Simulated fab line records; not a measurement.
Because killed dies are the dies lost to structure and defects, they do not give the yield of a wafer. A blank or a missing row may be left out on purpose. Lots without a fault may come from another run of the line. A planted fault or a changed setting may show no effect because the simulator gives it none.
Struck lot and sound lot, side by side	flow nand harc	24 steps out of a route of 1302
Sound: the wafers L114.3, L114.4, L114.6. Wafers struck: L124.2, L124.5, L124.6. The cause is named last.
At each step with rows: each side's tool, then ch and its chambers, then its first start. Under that, the readings that differ: sound wafers	struck wafers	difference of the means	sigmas: that difference in standard deviations of wafers without a fault.
alike: readings with means less than 2 such deviations apart, plus words and numbers identical on both sides. not compared: withheld readings, readings lacking a value on some wafer, bounds such as >300 that could conceal the same value, and numbers that have no deviation in the record and whose values overlap.
A row with sigmas, a row that says differs or no value, or rows on one side alone: a step with any of these is where the two part. Non-overlapping numbers with no deviation appear without sigmas and do not part them. Lack of a reading on every wafer of one side parts them only where that side has two or more wafers.

NHARC_P_M0_INSPECT_27:
  sound: defect inspect-02 at day 8 03:32; struck: defect inspect-02 at day 12 07:17
  alike: raw defect count
NHARC_P_M0_PRE_CLEAN_31: time 12 s.
  sound on pecvd-03 ch 0,1,2, day 8 03:37; struck on pecvd-03 ch 0,2, day 12 07:22
  alike: heater power w, susceptor temp C
NHARC_P_M0_DEP_32: deposits SiCN, target thk 30 nm.
  sound on pecvd-03 ch 0,1,2, day 8 03:46; struck on pecvd-03 ch 0,2, day 12 07:29
  alike: heater power w, susceptor temp C
then, 8 steps without rows for these wafers: NHARC_P_M1_DEP_00 (deposits SiOC, target thk 182.5 nm); NHARC_P_M1_DEHYDRATE_01 (time 120 s); NHARC_P_M1_HMDS_02 (time 30 s); NHARC_P_M1_COAT_34 (time 65 s); NHARC_P_M1_COAT_03 (resist thk 90 nm); NHARC_P_M1_SOFTBAKE_04 (time 55 s); NHARC_P_M1_EBR_05; NHARC_P_M1_EXPOSE_06 (exposes mask P M1, target cd 130 nm).
NHARC_P_M1_PEB_07: peb time 65 s.
  sound on litho track-04 ch 0, day 8 04:43; struck on litho track-01 ch 0, day 12 08:37
reading	sound	struck	difference	sigmas
heater power total W (W)	157.1 157.1 156.4	177.5 177.9 178.4	+21.1	+49
then, 1 step without rows for these wafers: NHARC_P_M1_DEVELOP_08 (develop time 35 s).
NHARC_P_M1_CD_MEAS_09 targets a cd of 130 nm.
  sound on cd sem-03 ch 0, day 8 04:48; struck on cd sem-02 ch 0, day 12 08:41
reading	sound	struck	difference	sigmas
cd nm (nm)	130.2 130.0 130.0	122.0 120.8 121.5	-8.6	-13
NHARC_P_M1_OVL_MEAS_10: pitch 260 nm.
  sound: overlay-02 at day 8 04:53; struck: overlay-02 at day 12 08:46
reading	sound	struck	difference	sigmas
overlay x nm (nm)	-1.8 -1.5 -1.4	0.9 0.5 1.6	+2.6	+3
  alike: overlay y nm
NHARC_P_M1_INSPECT_11:
  sound: defect inspect-01 at day 8 04:55; struck: defect inspect-01 at day 12 08:49
  alike: raw defect count
NHARC_P_M1_DESCUM_14: chemistry O2, time 3 s.
  sound on rie diel-07 ch 1,3, day 8 05:00; struck on rie diel-06 ch 0,3, day 12 08:52
reading	sound	struck	difference	sigmas
model.P_M1.cd nm (nm)	130.1 130.5 129.7	121.8 120.6 121.2	-8.9	
  alike: drypump motor current A, oes product au, rf vpp V, showerhead plenum p Torr, throttle valve pct
  not compared: rf hours counter h
NHARC_P_M1_ETCH_35: etches the open film in N2/H2, target depth 40 nm, overetch 12 nm, time 43.94 s.
  sound on rie diel-07 ch 2,3, day 8 05:05; struck on rie diel-06 ch 2,3, day 12 08:57
  alike: drypump motor current A, oes product au, rf vpp V, showerhead plenum p Torr, throttle valve pct
  not compared: rf hours counter h
NHARC_P_M1_ETCH_15: etches the open film in C4F8/Ar, target depth 182.5 nm, time 91.2 s.
  sound: rie diel-07 ch 2,3; struck: rie diel-06 ch 2,3
  alike: oes product au, rf vpp V
  not compared: rf hours counter h
NHARC_P_M1_CD_MEAS_16:
  sound: cd sem-02 at day 8 05:20; struck: cd sem-03 at day 12 09:11
reading	sound	struck	difference	sigmas
cd nm (nm)	129.6 130.3 130.1	122.0 120.8 121.6	-8.5	-10
NHARC_P_M1_STRIP_18: strips in N2/H2.
  sound on rie diel-03 ch 0,1, day 8 05:24; struck on rie diel-07 ch 2,3, day 12 09:15
  alike: drypump motor current A, oes product au, rf vpp V, showerhead plenum p Torr, throttle valve pct
  not compared: rf hours counter h
NHARC_P_M1_ETCH_28: etches the open film in CF4/N2, target depth 30 nm, time 72.99 s.
  sound: rie diel-03 ch 1,2,3; struck: rie diel-07 ch 0,3
reading	sound	struck	difference	sigmas
model.P_M1.cd nm (nm)	130.6 131.1 130.8	121.4 120.6 121.8	-9.6	
  alike: drypump motor current A, oes product au, rf vpp V, showerhead plenum p Torr, throttle valve pct
  not compared: rf hours counter h
then, 2 steps without rows for these wafers: NHARC_P_M1_STRIP_19 (strips in post etch residue remover, time 600 s); NHARC_END_SORT_01.

## WHERE THEY PART
Earliest at NHARC_P_M1_PEB_07; latest, in this record, at NHARC_P_M1_CD_MEAS_16. Later steps at which nothing parts them and some readings are alike: NHARC_P_M1_STRIP_18, NHARC_P_M1_ETCH_28.

WHY: the cause the simulator had injected
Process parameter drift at NHARC_P_M1_PEB_07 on litho track-01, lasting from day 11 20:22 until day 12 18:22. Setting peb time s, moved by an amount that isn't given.
